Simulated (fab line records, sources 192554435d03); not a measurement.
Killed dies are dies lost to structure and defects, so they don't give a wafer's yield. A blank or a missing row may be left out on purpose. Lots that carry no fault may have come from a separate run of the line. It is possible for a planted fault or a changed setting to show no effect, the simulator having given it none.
Split-lot trial + flow n5Finfet + 21 wafers read across 7 lots, on a route 1938 steps long

== ABOUT THE SPLIT ==
At N5_BEOL_M7_DESCUM_33 (chemistry O2, time 7 s), the setting timeS was moved away from the recipe's 7 s on 7 of the 21 wafers read, by -19.6% to +21.9%. All remaining wafers had this setting at the recipe value.

The file shows no step between the split and the reading.

== THE READING ==
CAR-EUV_of_BEOL_M7_COAT_22.thkNm (the simulator's own value, which no gauge read), in nm, at N5_BEOL_M7_ETCH_72 (etches underlayer in N2/H2, target depth 6.5 nm, time 5.2 s). There is no usual value for it anywhere in the file. Across the 14 wafers here that went through the recipe, the average is 20.4 nm and the standard deviation 0.14 nm.

| wafer  | tool, chamber at the split | timeS as run, s | against the recipe | CAR-EUV_of_BEOL_M7_COAT_22.thkNm, nm | against lot-mates on the recipe |
|--------|----------------------------|-----------------|--------------------|--------------------------------------|---------------------------------|
| L080.1 | rieDiel-06, 3,1            | 7               | recipe             | 20.4                                 | -                               |
| L080.2 | rieDiel-06, 3,1            | 7               | recipe             | 20.4                                 | -                               |
| L080.3 | rieDiel-06, 0              | 7.569           | +8.1%              | 20                                   | -0.4                            |
| L082.2 | rieDiel-03, 2,1,1          | 7               | recipe             | 20.6                                 | -                               |
| L082.3 | rieDiel-03, 2,1,1          | 7               | recipe             | 20.4                                 | -                               |
| L082.6 | rieDiel-03, 2,1,1          | 7               | recipe             | 20.4                                 | -                               |
| L085.4 | rieDiel-02, 2              | 8.094           | +15.6%             | 19.8                                 | -0.7                            |
| L085.5 | rieDiel-02, 1              | 7               | recipe             | 20.6                                 | -                               |
| L085.6 | rieDiel-02, 2              | 7               | recipe             | 20.4                                 | -                               |
| L088.1 | rieDiel-03, 2,0,3          | 7               | recipe             | 20.4                                 | -                               |
| L088.5 | rieDiel-03, 2,0,3          | 7               | recipe             | 20.4                                 | -                               |
| L088.6 | rieDiel-03, 2,0,3          | 7               | recipe             | 20.2                                 | -                               |
| L094.1 | rieDiel-06, 1              | 7               | recipe             | 20.2                                 | -                               |
| L094.2 | rieDiel-06, 0              | 5.63            | -19.6%             | 20.8                                 | +0.6                            |
| L094.5 | rieDiel-06, 0              | 5.63            | -19.6%             | 21                                   | +0.8                            |
| L096.3 | rieDiel-02, 3              | 7               | recipe             | 20.2                                 | -                               |
| L096.4 | rieDiel-02, 1              | 8.536           | +21.9%             | 19.8                                 | -0.6                            |
| L096.5 | rieDiel-02, 1              | 7               | recipe             | 20.6                                 | -                               |
| L097.3 | rieDiel-06, 3              | 7               | recipe             | 20.6                                 | -                               |
| L097.4 | rieDiel-06, 2              | 8.416           | +20.2%             | 20                                   | -0.6                            |
| L097.6 | rieDiel-06, 0              | 8.416           | +20.2%             | 19.8                                 | -0.8                            |
If several chambers appear in one row, that row covers several wafers at once and the file leaves open which wafer was in which chamber.

THE FIT
A straight line over all 21 wafers: CAR-EUV_of_BEOL_M7_COAT_22.thkNm changes by -0.0275 nm for each +1% of timeS; r = -0.90; the points scatter about the line by 0.14 nm.
The same after taking each lot's own level away (the mean of its wafers on the recipe; 21 wafers): -0.0349 nm for each +1%; r = -0.96; scatter 0.12 nm.
Per that fit: largest timeS move, reading shift of 0.77 nm.
The span of the lots' own levels, 20.20 to 20.60 nm, comes to 2.8 times the standard deviation stated above.
Thus the slope moves with the lot-to-lot level: the two fits are different.
Check: with one of the wafers moved furthest among these (+21.9%) left out of the fit, the line predicts -0.816 nm for it against its lot-mates. Against them it came out at -0.6 nm.

== FURTHER SPLITS ON THESE WAFERS ==
Note: prior to the reading, these wafers also went through further splits. Each is held against what the fit with the lots' levels taken away leaves over:
| other split on the same wafers  | wafers away from the commonest value | r with CAR-EUV_of_BEOL_M7_COAT_22.thkNm (lot level and that fit taken away) |
|---------------------------------|--------------------------------------|-----------------------------------------------------------------------------|
| N5_BEOL_M7_HM_DEP_02 targetThkA | 7                                    | +0.02                                                                       |

== THE WHOLE CHAIN: every reading that the file lists as answering this split, in the file's order ==
| step                 | what it does                                                | reading                                                                           | change (the file's fit)                | r (the file's) |
|----------------------|-------------------------------------------------------------|-----------------------------------------------------------------------------------|----------------------------------------|----------------|
| N5_BEOL_M7_DESCUM_33 | chemistry O2, time 7 s                                      | CAR-EUV_of_BEOL_M7_COAT_22.thkNm (the simulator's own value, which no gauge read) | -0.0343 nm for each +1% of the setting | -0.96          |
| N5_BEOL_M7_ETCH_72   | etches underlayer in N2/H2, target depth 6.5 nm, time 5.2 s | CAR-EUV_of_BEOL_M7_COAT_22.thkNm (the simulator's own value, which no gauge read) | -0.0349 nm for each +1% of the setting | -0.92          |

== FILE'S OWN FIT ==
CAR-EUV_of_BEOL_M7_COAT_22.thkNm changes by -0.0349 nm for each +1% of timeS, r = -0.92.
